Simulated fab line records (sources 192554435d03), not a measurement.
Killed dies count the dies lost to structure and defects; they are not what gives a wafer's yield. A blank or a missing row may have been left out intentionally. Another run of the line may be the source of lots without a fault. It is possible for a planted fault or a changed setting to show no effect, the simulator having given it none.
Split-lot study + flow n5_finfet + route with 1938 steps; 7 lots, 39 wafers read

== ABOUT THE SPLIT ==
At N5_SD_EPI_N_ETCH_35 (etches SOC in N2/H2, overetch 108 nm, time 486 s), the setting source_w was moved away from the recipe's 3000 W on 9 of the 39 wafers read, by -10.4% to +16.5%. All remaining wafers had this setting at the recipe value.

The split's own step is where the reading is taken.

== THE READING ==
rf_vpp_V, in V, at N5_SD_EPI_N_ETCH_35 (etches SOC in N2/H2, overetch 108 nm, time 486 s). A value of 241.4 V with a standard deviation of 1 V is what fault-free wafers of this fab line usually give.

| wafer  | tool, chamber at the split | source_w as run, W | against the recipe | rf_vpp_V, V | against lot-mates on the recipe |
|--------|----------------------------|--------------------|--------------------|-------------|---------------------------------|
| L074.1 | rie_diel-06, 2             | 3000               | recipe             | 240.6       | -                               |
| L074.2 | rie_diel-06, 0             | 2688               | -10.4%             | 249.0       | +7.6                            |
| L074.3 | rie_diel-06, 3             | 2688               | -10.4%             | 250.5       | +9.1                            |
| L074.4 | rie_diel-06, 1             | 3000               | recipe             | 241.4       | -                               |
| L074.5 | rie_diel-06, 3             | 2688               | -10.4%             | 250.0       | +8.6                            |
| L074.6 | rie_diel-06, 2             | 3000               | recipe             | 242.3       | -                               |
| L083.1 | rie_diel-05, 2             | 3494               | +16.5%             | 228.6       | -14.0                           |
| L083.2 | rie_diel-05, 3             | 3000               | recipe             | 243.6       | -                               |
| L083.3 | rie_diel-05, 0             | 3494               | +16.5%             | 228.2       | -14.4                           |
| L083.4 | rie_diel-05, 1             | 3494               | +16.5%             | 228.6       | -14.0                           |
| L083.5 | rie_diel-05, 3             | 3000               | recipe             | 243.6       | -                               |
| L083.6 | rie_diel-05, 2             | 3000               | recipe             | 240.5       | -                               |
| L085.1 | rie_diel-02, 0             | 3000               | recipe             | 241.7       | -                               |
| L085.2 | rie_diel-02, 2             | 3000               | recipe             | 240.6       | -                               |
| L085.3 | rie_diel-02, 3             | 3000               | recipe             | 242.0       | -                               |
| L085.4 | rie_diel-02, 1             | 3000               | recipe             | 239.7       | -                               |
| L085.5 | rie_diel-02, 1             | 3000               | recipe             | 239.7       | -                               |
| L085.6 | rie_diel-02, 2             | 3000               | recipe             | 240.4       | -                               |
| L086.1 | rie_diel-06, 0             | 3000               | recipe             | 241.2       | -                               |
| L086.2 | rie_diel-06, 1             | 3000               | recipe             | 242.4       | -                               |
| L086.3 | rie_diel-06, 3             | 3000               | recipe             | 240.5       | -                               |
| L086.4 | rie_diel-06, 2             | 3000               | recipe             | 240.7       | -                               |
| L086.5 | rie_diel-06, 2             | 3000               | recipe             | 240.8       | -                               |
| L086.6 | rie_diel-06, 1             | 3000               | recipe             | 243.2       | -                               |
| L088.1 | rie_diel-05, 1             | 3000               | recipe             | 241.1       | -                               |
| L088.2 | rie_diel-05, 3             | 3000               | recipe             | 242.1       | -                               |
| L088.3 | rie_diel-05, 2             | 3000               | recipe             | 241.7       | -                               |
| L088.4 | rie_diel-05, 0             | 3000               | recipe             | 241.4       | -                               |
| L088.5 | rie_diel-05, 1             | 3000               | recipe             | 239.3       | -                               |
| L088.6 | rie_diel-05, 2             | 3000               | recipe             | 241.6       | -                               |
| L092.1 | rie_diel-05, 1             | 3000               | recipe             | 241.9       | -                               |
| L092.3 | rie_diel-05, 2             | 3000               | recipe             | 242.0       | -                               |
| L092.4 | rie_diel-05, 0             | 3000               | recipe             | 240.7       | -                               |
| L094.1 | rie_diel-06, 2             | 3000               | recipe             | 242.8       | -                               |
| L094.2 | rie_diel-06, 1             | 3000               | recipe             | 241.2       | -                               |
| L094.3 | rie_diel-06, 0             | 3436               | +14.5%             | 229.9       | -12.2                           |
| L094.4 | rie_diel-06, 3             | 3436               | +14.5%             | 229.0       | -13.1                           |
| L094.5 | rie_diel-06, 1             | 3000               | recipe             | 242.3       | -                               |
| L094.6 | rie_diel-06, 2             | 3436               | +14.5%             | 230.2       | -11.9                           |

THE FIT
A straight line over all 39 wafers: rf_vpp_V changes by -0.799 V for each +1% of source_w; r = -0.98; the points scatter about the line by 1 V.
The same after taking each lot's own level away (the mean of its wafers on the recipe; 39 wafers): -0.844 V for each +1%; r = -0.99; scatter 0.88 V.
Per that fit: largest source_w move, reading shift of 14 V.
Measured against the standard deviation above, the lots' own levels, which go from 240.68 to 242.57 V, span 1.9 times it.
Consequently the slope shifts little with the lot-to-lot level, the two slopes agreeing.
Check: with one of the wafers moved furthest among these (+16.5%) left out of the fit, the line predicts -14 V for it against its lot-mates. Against them it came out at -14 V.
Tool readings at the split's step, against how far the setting was moved: rf_vpp_V r = -0.98.

== THE WHOLE CHAIN: every reading that the file lists as answering this split, in the file's order ==
| step                    | what it does                                                | reading                                                                           | change (the file's fit)               | r (the file's) |
|-------------------------|-------------------------------------------------------------|-----------------------------------------------------------------------------------|---------------------------------------|----------------|
| N5_SD_EPI_N_ETCH_35     | etches SOC in N2/H2, overetch 108 nm, time 486 s            | rf_vpp_V                                                                          | -0.845 V for each +1% of the setting  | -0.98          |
| N5_SD_EPI_N_ETCH_35     | etches SOC in N2/H2, overetch 108 nm, time 486 s            | SiARC_of_SD_EPI_N_COAT_33.thk_nm (the simulator's own value, which no gauge read) | -0.128 nm for each +1% of the setting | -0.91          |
| N5_SD_EPI_N_ETCHBACK_44 | etches SiNx in CH3F/O2, stops on SiO2, target depth 14.5 nm | SiARC_of_SD_EPI_N_COAT_33.thk_nm (the simulator's own value, which no gauge read) | -0.124 nm for each +1% of the setting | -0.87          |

== FILE'S OWN FIT ==
rf_vpp_V changes by -0.845 V for each +1% of source_w, r = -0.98.
